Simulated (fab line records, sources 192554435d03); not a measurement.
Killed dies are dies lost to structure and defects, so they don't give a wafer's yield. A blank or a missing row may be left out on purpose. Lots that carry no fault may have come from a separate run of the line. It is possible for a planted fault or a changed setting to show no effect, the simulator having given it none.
Split-lot study | flow n5_finfet | 21 wafers read across 7 lots, on a route 1938 steps long

THE SPLIT ITSELF
At N5_FIN_SAQP_SPACER1_ALD_24 (deposits SiO2, target thk 20.3 nm, pulse time 1 s, purge time 2 s), the setting temp_c was moved away from the recipe's 300 C on 6 of the 21 wafers read, by -4.1% to +4.3%. The other wafers ran this setting at the recipe's value.

FROM THE SPLIT TO THE READING: what the file shows between them, 2 steps
- N5_FIN_SAQP_SPACER1_ETCHBACK_25: etches SiO2 in CHF3/O2, target depth 24.4 nm, time 12.2 s
- N5_FIN_SAQP_MANDREL1_REMOVE_56: chemistry HBr/Cl2/O2, target a-Si, stops on SiNx, bt time 10 s

THE READING
At N5_FIN_SAQP_CD_MEAS_27: cd_nm in nanometres, against a target cd of 20 nm. Typical for fault-free wafers on this fab line: 20.36 nm, with standard deviation 0.23 nm.

wafer  | tool, chamber at the split | temp_c as run, C | against the recipe | cd_nm, nm | against lot-mates on the recipe
L074.2 | ald_sin-01, 2              | 293.3            | -2.2%              | 20.65     | +0.38
L074.5 | ald_sin-01, 1              | 300              | recipe             | 20.27     | -
L074.6 | ald_sin-01, 2              | 293.3            | -2.2%              | 20.81     | +0.54
L077.1 | ald_sin-03, 2,0,1          | 300              | recipe             | 20.76     | -
L077.4 | ald_sin-03, 2,0,1          | 300              | recipe             | 20.20     | -
L077.5 | ald_sin-03, 2,0,1          | 300              | recipe             | 19.96     | -
L080.2 | ald_sin-01, 3,0            | 300              | recipe             | 20.60     | -
L080.5 | ald_sin-01, 3,0            | 300              | recipe             | 20.55     | -
L080.6 | ald_sin-01, 1              | 293.7            | -2.1%              | 20.99     | +0.41
L085.1 | ald_sin-03, 3              | 312.9            | +4.3%              | 19.90     | -0.68
L085.4 | ald_sin-03, 1,3            | 300              | recipe             | 20.61     | -
L085.5 | ald_sin-03, 1,3            | 300              | recipe             | 20.55     | -
L087.2 | ald_sin-03, 2              | 296.5            | -1.2%              | 20.74     | +0.44
L087.3 | ald_sin-03, 1,0            | 300              | recipe             | 20.25     | -
L087.6 | ald_sin-03, 1,0            | 300              | recipe             | 20.34     | -
L091.1 | ald_sin-04, 1,3            | 300              | recipe             | 20.45     | -
L091.3 | ald_sin-04, 2              | 287.7            | -4.1%              | 21.32     | +1.03
L091.6 | ald_sin-04, 1,3            | 300              | recipe             | 20.13     | -
L095.1 | ald_sin-04, 1,3,1          | 300              | recipe             | 20.32     | -
L095.4 | ald_sin-04, 1,3,1          | 300              | recipe             | 20.43     | -
L095.5 | ald_sin-04, 1,3,1          | 300              | recipe             | 20.21     | -
If several chambers appear in one row, that row covers several wafers at once and the file leaves open which wafer was in which chamber.

FIT RESULTS
A straight line over all 21 wafers: cd_nm changes by -0.175 nm for each +1% of temp_c; r = -0.80; the points scatter about the line by 0.21 nm.
The same after taking each lot's own level away (the mean of its wafers on the recipe; 21 wafers): -0.203 nm for each +1%; r = -0.89; scatter 0.17 nm.
According to that fit, moving temp_c by its largest amount changes the reading by 0.87 nm.
From 20.270 to 20.580 nm: that is the span of the lots' own levels, equal to 1.3 times the standard deviation above.
So the lot-to-lot level blurs the effect unless lot-mates are compared.
Check: with one of the wafers moved furthest among these (+4.3%) left out of the fit, the line predicts -1.01 nm for it against its lot-mates. Against them it came out at -0.68 nm.

THESE WAFERS: OTHER SPLITS
Before the reading, these wafers also passed through other splits. Each is held against what the fit with the lots' levels taken away leaves over:
other split on the same wafers  | wafers away from the commonest value | r with cd_nm (lot level and that fit taken away)
N5_ZERO_LAYER_PECVD_02 time_s   | 7                                    | -0.23
N5_ZERO_LAYER_EXPOSE_08 dose_mj | 6                                    | +0.00
N5_WELL_APT_COAT_19 spin_rpm    | 4                                    | +0.01

FILE'S OWN FIT
cd_nm changes by -0.208 nm for each +1% of temp_c, r = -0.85.
